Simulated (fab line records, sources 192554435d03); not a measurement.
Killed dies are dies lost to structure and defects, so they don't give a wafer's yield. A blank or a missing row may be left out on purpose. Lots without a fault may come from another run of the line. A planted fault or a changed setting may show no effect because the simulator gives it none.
A struck lot beside a sound one | flow n5_finfet | 28 steps out of a route of 1938
Sound: wafers L486.3, L486.4, L486.6. Struck: wafers L494.1, L494.2, L494.5. The cause comes at the end.
At each step with rows: each side's tool, then ch and its chambers, then its first start. Under that, the readings that differ: sound wafers | struck wafers | difference of the means | sigmas: that difference in standard deviations of wafers without a fault.
alike: readings whose means differ by less than 2 such deviations, and words and numbers that are the same on both sides. not compared: withheld readings, readings that some wafer has no value for, bounds like >300 that may hide the same value, and numbers for which the record gives no deviation and whose values overlap.
The two part at a step that has a row with sigmas, a row that says differs or no value, or rows on one side only. Numbers that don't overlap but have no deviation are shown without sigmas and don't part them. A reading that every wafer of one side lacks parts them only if that side has two wafers or more.

first, 8 steps without rows for these wafers: N5_BEOL_M2_CMP_52 (polishes, stops on SiOC, t overpolish 6.8 s, target thk 40 nm); N5_BEOL_M2_PRE_CLEAN_60 (time 15 s); N5_BEOL_M2_CO_CAP_55 (material Co, precursor CCTBA/H2, target thk 2 nm, time 102.1 s); N5_BEOL_M2_PRE_CLEAN_56 (time 15 s); N5_BEOL_M2_DEP_57 (deposits SiCN from 3MS/NH3, target thk 8 nm, time 14 s); N5_BEOL_M3_ILD_DEP_00 (deposits SiOC from DEMS/O2, target thk 79 nm, time 15.3 s); N5_BEOL_M3_PECVD_72 (deposits SiO2 from TEOS/O2, target thk 16 nm, time 18 s); N5_BEOL_M3_HM_DEP_02 (deposits TiN, target thk 20 nm).
N5_BEOL_M3_COAT_61: time 60 s, resist thk 60 nm.
  sound on litho_track-03 ch 0, day 9 18:05; struck on litho_track-03 ch 0, day 11 01:46
  reading                                  | sound                | struck               | difference | sigmas
  spin_speed_rpm (rpm)                     | 1500.9 1501.4 1500.0 | 1565.4 1566.0 1565.6 | +64.9      | +76
  model.SOC_of_BEOL_M3_COAT_61.thk_nm (nm) | 60 60 59.8           | 58.6 58.4 58.4       | -1.5       |
then, 11 steps without rows for these wafers: N5_BEOL_M3_COAT_62 (time 60 s, resist thk 12 nm); N5_BEOL_M3_COAT_73 (time 60 s, resist thk 5 nm); N5_BEOL_M3_COAT_05 (resist thk 30 nm); N5_BEOL_M3_EBR_07; N5_BEOL_M3_SOFTBAKE_06 (time 60 s); N5_BEOL_M3_EXPOSE_08 (exposes mask M3); N5_BEOL_M3_PEB_09 (peb time 60 s); N5_BEOL_M3_DEVELOP_10 (develop time 30 s); N5_BEOL_M3_DESCUM_16 (chemistry O2, time 7 s); N5_BEOL_M3_ETCH_74 (etches underlayer in N2/H2, target depth 6.5 nm, time 5.2 s); N5_BEOL_M3_ETCH_63 (etches SiARC in CF4, target depth 15.6 nm, time 26 s).
N5_BEOL_M3_ETCH_64: etches SOC in N2/H2, target depth 75 nm, overetch 15 nm, time 112.5 s.
  sound on rie_diel-03 ch 0,1,2, day 9 18:38; struck on rie_diel-03 ch 0,2, day 11 02:21
  reading                  | sound             | struck           | difference | sigmas
  model.etch.depth_nm (nm) | 59.97 60.03 59.78 | 58.62 58.4 58.35 | -1.47      |
  alike: drypump_motor_current_A, oes_product_au, rf_vpp_V, showerhead_plenum_p_Torr, throttle_valve_pct
  not compared: rf_hours_counter_h
then, 3 steps without rows for these wafers: N5_BEOL_M3_STRIP_65 (strips in N2/H2); N5_BEOL_M3_STRIP_75 (strips in N2/H2); N5_BEOL_M3_STRIP_66 (strips in CF4).
N5_BEOL_M3_HM_OPEN_17: chemistry Cl2/BCl3, target TiN, target depth 20 nm, overetch 6 nm.
  sound on rie_metal-02 ch 0,1, day 9 18:50; struck on rie_metal-03 ch 0,1, day 11 02:31
  reading                                  | sound      | struck         | difference | sigmas
  model.SOC_of_BEOL_M3_COAT_61.thk_nm (nm) | 52 52 51.8 | 50.8 50.4 50.6 | -1.3       |
  alike: drypump_motor_current_A, he_backside_leak_sccm, oes_product_au, throttle_valve_pct
  not compared: rf_hours_counter_h
then, 1 step without rows for these wafers: N5_BEOL_M3_STRIP_19 (strips in O2).
N5_BEOL_M4_RC_MEAS_101:
  sound on prober-02 ch 0, day 11 12:49; struck on prober-01 ch 0, day 13 00:51
  alike: DIBL_N, DIBL_P, IOFF_N, IOFF_P, ION_N, ION_P, SS_N, SS_P, VT_N, VT_P
-- the record jumps here: 5 days lie between the struck wafers' starts before and after (it left off in module BEOL_M4 and takes up again in module PASSIVATION, whose first step shown is number 1936 of the route) --
N5_PASSIVATION_PROBE_49:
  the record has rows for the struck wafers here (prober-02, day 17 22:56) and none for the sound ones

WHERE THEY PART
First at N5_BEOL_M3_COAT_61; last, within this record, at N5_PASSIVATION_PROBE_49.

WHY: what the simulator had put in
Process parameter drift: litho_track-03, from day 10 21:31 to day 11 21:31, at N5_BEOL_M3_COAT_61. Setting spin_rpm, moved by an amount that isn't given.
